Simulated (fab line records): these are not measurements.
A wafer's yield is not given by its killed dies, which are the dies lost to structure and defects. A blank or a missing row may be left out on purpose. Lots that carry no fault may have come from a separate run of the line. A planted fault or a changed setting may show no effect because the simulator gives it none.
Lot-split experiment | flow n5 finfet | 7 lots, 21 wafers read, on a route of 1938 steps

THE SPLIT ITSELF
At N5_BEOL_M8_VIA_ETCH_34 (etches SiCOH lowk in C4F6/O2, target depth 125.5 nm, time 50.5 s), the setting bias w was moved away from the recipe's 185 W on 10 of the 21 wafers read, by -10.1% to +9.1%. This setting was run at the recipe's value on the other wafers.

The reading is taken at the split's own step.

THE READING
rf vpp V, in V, at N5_BEOL_M8_VIA_ETCH_34 (etches SiCOH lowk in C4F6/O2, target depth 125.5 nm, time 50.5 s). Fault-free wafers of this fab line usually give 663 V, standard deviation 12 V.

wafer  | tool, chamber at the split | bias w as run, W | against the recipe | rf vpp V, V | against lot-mates on the recipe
L075.1 | rie diel-02, 2             | 196.6            | +6.3%              | 706         | +50
L075.3 | rie diel-02, 0             | 185              | recipe             | 656         | -
L075.5 | rie diel-02, 0             | 196.6            | +6.3%              | 689         | +33
L082.1 | rie diel-04, 3             | 185              | recipe             | 669         | -
L082.4 | rie diel-04, 1             | 185              | recipe             | 671         | -
L082.5 | rie diel-04, 2             | 185              | recipe             | 650         | -
L081.4 | rie diel-02, 0             | 185              | recipe             | 656         | -
L081.5 | rie diel-02, 3             | 185              | recipe             | 647         | -
L081.6 | rie diel-02, 2             | 185              | recipe             | 671         | -
L085.2 | rie diel-04, 1             | 166.3            | -10.1%             | 617         | -32
L085.4 | rie diel-04, 0             | 166.3            | -10.1%             | 616         | -33
L085.6 | rie diel-04, 2             | 185              | recipe             | 649         | -
L086.4 | rie diel-04, 3             | 196.3            | +6.1%              | 701         | +53
L086.5 | rie diel-04, 2             | 185              | recipe             | 648         | -
L086.6 | rie diel-04, 0             | 196.3            | +6.1%              | 704         | +56
L089.4 | rie diel-01, 0             | 185              | recipe             | 646         | -
L089.5 | rie diel-01, 3             | 201.9            | +9.1%              | 703         | +57
L089.6 | rie diel-01, 2             | 201.9            | +9.1%              | 733         | +87
L097.1 | rie diel-02, 3             | 169.8            | -8.2%              | 602         | -68
L097.2 | rie diel-02, 2             | 185              | recipe             | 670         | -
L097.3 | rie diel-02, 0             | 169.8            | -8.2%              | 612         | -58

THE FIT
A straight line over all 21 wafers: rf vpp V changes by +5.75 V for each +1% of bias w; r = +0.95; the points scatter about the line by 11 V.
The same after taking each lot's own level away (the mean of its wafers on the recipe; 21 wafers): +6.31 V for each +1%; r = +0.93; scatter 14 V.
On that fit, the largest move of bias w shifts the reading by 64 V.
From 646.0 to 670.0 V: that is the span of the lots' own levels, equal to 2.0 times the standard deviation above.
Hence the lot-to-lot level has little effect on the slope; both slopes agree.
Check: with one of the wafers moved furthest among these (-10.1%) left out of the fit, the line predicts -66 V for it against its lot-mates. Against them it came out at -32 V.
Tool readings at the split's step, against how far the setting was moved: rf vpp V r = +0.95.

FURTHER SPLITS ON THESE WAFERS
Before the reading, these wafers also passed through other splits. Each is held against what the fit with the lots' levels taken away leaves over:
other split on the same wafers   | wafers away from the commonest value | r with rf vpp V (lot level and that fit taken away)
N5_BEOL_M6_TRENCH_ETCH_37 time s | 7                                    | +0.53
N5_BEOL_M7_ETCH_41 bias w        | 6                                    | +0.03
N5_BEOL_M8_DESCUM_33 time s      | 6                                    | +0.30

FILE'S OWN FIT
rf vpp V changes by +6.33 V for each +1% of bias w, r = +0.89.
